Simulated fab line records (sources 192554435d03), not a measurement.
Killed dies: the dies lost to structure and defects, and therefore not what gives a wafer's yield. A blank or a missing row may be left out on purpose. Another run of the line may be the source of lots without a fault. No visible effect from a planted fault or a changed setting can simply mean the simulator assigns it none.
Matching of chambers | flow n5Finfet | 3 sister chambers for N5_BEOL_M4_CO_CAP_55 on cvdCo-01
The step material Co, precursor CCTBA/H2, target thk 2 nm, time 102.1 s. 3 wafers are shown with their chamber, then 11 later ones without.

== EACH WAFER AND ITS CHAMBER ==
wafer  | chamber | heaterPowerW (W)
L082.6 | 2       | 227
L090.6 | 1       | 195
L092.3 | 0       | 220

== WAFERS WHOSE CHAMBER IS MISSING ==
wafer  | heaterPowerW (W)
L092.5 | 189
L092.6 | 231
L095.2 | 231
L095.5 | 233
L095.6 | 184
L097.2 | 227
L097.3 | 238
L097.5 | 230
L096.1 | 236
L096.2 | 227
L096.4 | 186

== WHICH CHAMBER EACH WENT THROUGH ==
wafer  | from the rows above     | in truth
L092.5 | 1                       | 1
L092.6 | can't be placed: 2 or 0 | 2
L095.2 | can't be placed: 2 or 0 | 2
L095.5 | can't be placed: 2 or 0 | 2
L095.6 | 1                       | 1
L097.2 | can't be placed: 2 or 0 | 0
L097.3 | can't be placed: 2 or 0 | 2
L097.5 | can't be placed: 2 or 0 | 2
L096.1 | can't be placed: 2 or 0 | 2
L096.2 | can't be placed: 2 or 0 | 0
L096.4 | 1                       | 1
Placed correctly: 3 of 11. Not placeable from these rows: 8 (in 8, the candidates include the true chamber). Number placed wrongly: 0.
How it was worked out, from the rows above alone: a wafer's distance from a chamber is the root of the sum, over the readings, of the square of ((its reading less the chamber's mean) divided by the reading's scatter). The wafer belongs to the nearest chamber; if the next one is less than 2 further off, it can't be placed. Each chamber's mean is taken over the wafers shown for it. The scatter: root of mean squared gap, hidden wafer to nearest shown wafer, with one shown wafer a chamber.
